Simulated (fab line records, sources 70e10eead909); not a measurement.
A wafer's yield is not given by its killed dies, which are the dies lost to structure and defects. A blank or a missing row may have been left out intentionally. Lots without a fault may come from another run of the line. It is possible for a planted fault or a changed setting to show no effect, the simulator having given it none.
A struck lot beside a sound one ; flow nand-harc ; 14 out of 1302 route steps
Sound: wafers L102.1, L102.3, L102.6. Struck: wafers L117.2, L117.4. (L117.1 of the same lot was not struck and is left out.) The cause comes at the end.
Each step with rows lists, per side, the tool, then ch with its chambers, then its first start. Under that, the readings that differ: sound wafers ; struck wafers ; difference of the means ; sigmas: that difference in standard deviations of wafers without a fault.
alike: same words and numbers on both sides, and readings whose means sit less than 2 such deviations apart. not compared: any withheld reading, any reading some wafer has no value for, any bound like >300 that may hide the same value, and any number with overlapping values for which the record gives no deviation.
The two part at a step that has a row with sigmas, a row that says differs or no value, or rows on one side only. When numbers do not overlap yet have no deviation, they are printed without sigmas and do not part them. Lack of a reading on every wafer of one side parts them only where that side has two or more wafers.

first, 3 steps without rows for these wafers: NHARC_THIN_TSV_EXPOSE_09 (exposes mask TSV); NHARC_THIN_TSV_PEB_10 (peb time 85 s); NHARC_THIN_TSV_DEVELOP_11 (time 70 s).
NHARC_THIN_TSV_CD_MEAS_12: target cd 1000 nm.
  sound on cd-sem-02 ch 0, day 23 18:25; struck on cd-sem-02 ch 0, day 29 14:20
  alike: cd-nm
then, 1 step without rows for these wafers: NHARC_THIN_TSV_HARDBAKE_13 (time 80 s).
NHARC_THIN_TSV_DESCUM_14: chemistry O2, time 3 s.
  sound on rie-diel-06 ch 1,2,3, day 23 18:35; struck on rie-diel-12 ch 1,2, day 29 14:30
  alike: drypump-motor-current-A, oes-product-au, rf-vpp-V, showerhead-plenum-p-Torr, throttle-valve-pct
  not compared: rf-hours-counter-h
NHARC_THIN_TSV_ETCH_44: etches the open film in CF4/O2, target depth 1594.2 nm, time 797.1 s.
  sound on rie-diel-06 ch 0,1, day 23 18:43; struck on rie-diel-12 ch 0,3, day 29 14:35
  alike: drypump-motor-current-A, oes-product-au, rf-vpp-V, showerhead-plenum-p-Torr, throttle-valve-pct
  not compared: rf-hours-counter-h
NHARC_THIN_TSV_ETCH_15: target depth 3000 nm, bosch target overetch cycles 2, bosch etch step 2.8 s.
  sound on rie-si-04 ch 2,3, day 23 19:14; struck on rie-si-04 ch 2,3, day 29 15:10
  alike: drypump-motor-current-A
  not compared: rf-hours-counter-h
NHARC_THIN_TSV_CD_MEAS_16:
  sound on cd-sem-01 at day 23 19:23; struck on cd-sem-01 at day 29 15:18
  alike: cd-nm
NHARC_THIN_TSV_STRIP_45: strips in O2.
  sound on plasma-asher-01 ch 0,1, day 23 22:39; struck on plasma-asher-01 ch 0, day 29 15:22
  alike: drypump-motor-current-A, heater-power-w
  not compared: rf-hours-counter-h
then, 1 step without rows for these wafers: NHARC_THIN_TSV_STRIP_46 (strips in post etch residue remover, time 1200 s).
NHARC_THIN_TSV_DEP_47: deposits SiO2, target thk 200 nm.
  sound on pecvd-01 ch 0,1,2, day 23 23:32; struck on pecvd-01 ch 0,1, day 29 16:10
  alike: throttle-valve-pct
NHARC_THIN_TSV_ETCHBACK_48: etches the open film in C4F8/Ar, target depth 1028.5 nm, time 405.17 s.
  sound on rie-diel-13 ch 0,1,2, day 23 23:56; struck on rie-diel-13 ch 2,3, day 29 16:37
reading;sound;struck;difference;sigmas
oes-product-au (a.u.);1.00 1.00 1.00;0.93 0.92;-0.07;-2
over-etch-frac;0.3 0.3 0.3;0.26166 0.26166;-0.03834;
  alike: rf-vpp-V
  not compared: rf-hours-counter-h
then, 1 step without rows for these wafers: NHARC_THIN_TSV_STRIP_62 (strips in N2/H2, time 20 s).

WHERE THEY PART
NHARC_THIN_TSV_ETCHBACK_48 only, going by this record.

WHY: whatever the simulator had introduced
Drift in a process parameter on rie-diel-13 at NHARC_THIN_TSV_ETCHBACK_48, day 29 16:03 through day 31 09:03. Setting over-etch-frac, moved by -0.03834, from 0.3. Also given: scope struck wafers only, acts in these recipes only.
